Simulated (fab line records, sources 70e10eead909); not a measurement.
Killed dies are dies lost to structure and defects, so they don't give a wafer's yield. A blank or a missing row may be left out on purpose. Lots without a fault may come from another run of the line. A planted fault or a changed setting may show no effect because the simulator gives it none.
Problem report in the 8D (eight disciplines) form, filled by code | flow nand_harc | the parts of the form that need people (team, actions taken, sign-off) are left out

1. THE PROBLEM
cd_nm at NHARC_A_BLC_CD_MEAS_10 reads a mean of 106.4 nm on 5 wafers of 3 lots; wafers without a fault read 100.2 nm with a standard deviation of 0.71. That is +8.8 standard deviations from the usual mean.
The step: target cd 100 nm.
First seen on wafer L702.4, day 27 18:08, on cd_sem-01. The record holds 36 wafers of 13 lots with a number at this step. Rule for "out", or "out of limits": more than 4 standard deviations from the usual mean. The other wafers with a number count as sound.

2. WHAT IT IS AND WHAT IT IS NOT
question                    | is                                     | is not
which readings at this step | cd_nm                                  | -
which lots                  | L702, L704, L705                       | L692, L693, L694, L697, L699, L700, L711, L712, L713, L714
which wafers of those lots  | L702.4, L702.5, L704.4, L704.5, L705.4 | L705.6
read on which gauges        | cd_sem-01, cd_sem-02, cd_sem-03        | -
when                        | from day 27 18:08                      | up to then (18 sound wafers); but 13 sound wafers of L705, L711, L712, L713, L714 came after

3. SUSPECTS, AND WHAT RULES EACH OUT
Counting: a tool at a process step up to the reading stays a suspect if it ran every lot that is out. Sound lots after the first of them don't rule it out here, since some wafers of a struck lot are sound.
- the gauge at NHARC_A_BLC_CD_MEAS_10: ruled out. The wafers that are out were read on 3 gauges (cd_sem-01, cd_sem-02, cd_sem-03).
- litho_track-06 at NHARC_A_BLC_PEB_08 (peb time 65 s): kept. It ran every lot that is out, first L702 (day 27 18:03); its last sound lot up to then is L697 (day 25 02:02).
Left after counting: litho_track-06 at NHARC_A_BLC_PEB_08.

4. THE CAUSE (what the simulator had put in)
Process parameter drift: litho_track-06, from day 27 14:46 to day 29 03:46, at NHARC_A_BLC_PEB_08. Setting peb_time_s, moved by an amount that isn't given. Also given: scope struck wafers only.
Counting left only this tool.

5. THE CHAIN OF EFFECTS, in route order
Each row: a reading whose mean over the struck wafers that have a number lies more than 3 standard deviations from the usual. Only readings for which the record gives a usual standard deviation are gone through. hours: the time from each lot's start at the first step in this table that gives one to its start at this step, as a median over the lots. sigmas: the change in usual standard deviations.
hours | step                   | reading | usual    | on struck wafers | change | sigmas
0     | NHARC_A_BLC_CD_MEAS_10 | cd_nm   | 100.2 nm | 106.4            | +6.2   | +8.8

6. WHAT WOULD HAVE CAUGHT IT SOONER
In this record the first reading out of limits at a measuring or inspecting step was taken at day 27 18:08, 3 hours after the fault began at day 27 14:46.
Of the lots that are out (3), L704, L705 began NHARC_A_BLC_PEB_08 on litho_track-06 after day 27 18:08. A hold on the tool at that time would have spared those 2.
